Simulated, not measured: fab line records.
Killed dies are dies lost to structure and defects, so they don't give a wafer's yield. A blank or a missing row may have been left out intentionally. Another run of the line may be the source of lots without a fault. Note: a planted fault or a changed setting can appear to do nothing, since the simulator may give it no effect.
The same fault as seen by 2 desks + flow nand harc + what lay behind the numbers comes last; until then each desk has only its own

== FOR THE TOOL OWNER'S DESK: arfi scanner-01 ==
The tool's own readings at NHARC_A_CONTACT_EXPOSE_66 (exposes mask A CC 2): means of the sampled wafers that have a number, for each lot that ran on this tool. Any lot whose mean is over 4 standard deviations away from the usual mean is out of limits and marked OUT; that distance is given in the brackets.
Columns: A = exposure dose mJ cm2 at NHARC_A_CONTACT_EXPOSE_66, usual 58.98
| lot  | first seen here | A                       |
|------|-----------------|-------------------------|
| L508 | day 16 14:36    | 58.98                   |
| L512 | day 17 01:41    | 59.00                   |
| L511 | day 17 13:27    | 58.95                   |
| L516 | day 18 15:24    | 44.88 (-99 or more) OUT |
| L523 | day 20 13:53    | 47.70 (-99 or more) OUT |
Finding of this desk: L516, L523 out of limits; the first was L516 at day 18 15:24, on exposure dose mJ cm2 at NHARC_A_CONTACT_EXPOSE_66. L508, L512, L511: within limits.

== METROLOGY DESK ==
What the gauges read, lot by lot, whatever tool the lot ran on: means of the sampled wafers that have a number. Any lot whose mean is over 4 standard deviations away from the usual mean is out of limits and marked OUT; that distance is given in the brackets.
Columns: A = cd nm at NHARC_A_CONTACT_CD_MEAS_69, usual 200.3 nm
| lot  | first seen here | A               |
|------|-----------------|-----------------|
| L508 | day 16 14:44    | 200.6           |
| L512 | day 17 01:49    | 200.8           |
| L510 | day 17 07:26    | 201.0           |
| L514 | day 17 08:04    | 200.4           |
| L511 | day 17 13:35    | 199.7           |
| L515 | day 18 15:13    | 200.3           |
| L516 | day 18 15:32    | 189.0 (-23) OUT |
| L523 | day 20 14:01    | 190.7 (-19) OUT |
| L524 | day 20 19:35    | 200.4           |
| L529 | day 21 03:16    | 200.5           |
| L525 | day 21 09:01    | 199.9           |
| L531 | day 22 11:43    | 200.5           |
Finding of this desk: L516, L523 out of limits; the first was L516 at day 18 15:32, on cd nm at NHARC_A_CONTACT_CD_MEAS_69. L508, L512, L510, L514, L511, L515, L524, L529, L525, L531: within limits.

== BROUGHT TOGETHER ==
On L516, L523, at day 18 15:24, an alarm was possible from the tool owner's desk.
An alarm was possible from the metrology desk at day 18 15:32, on L516, L523.
The lots listed all ran NHARC_A_CONTACT_EXPOSE_66 on arfi scanner-01.

== WHAT THE SIMULATOR HAD PUT IN ==
Drift in process parameters on arfi scanner-01 at NHARC_A_CONTACT_EXPOSE_66, starting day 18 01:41. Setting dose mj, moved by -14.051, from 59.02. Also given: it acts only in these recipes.
Shown lots that were struck: L516, L523.
Delay (hours) between the fault's onset and each desk's first out-of-limits reading: 14 at the tool owner's desk, 14 at the metrology desk.
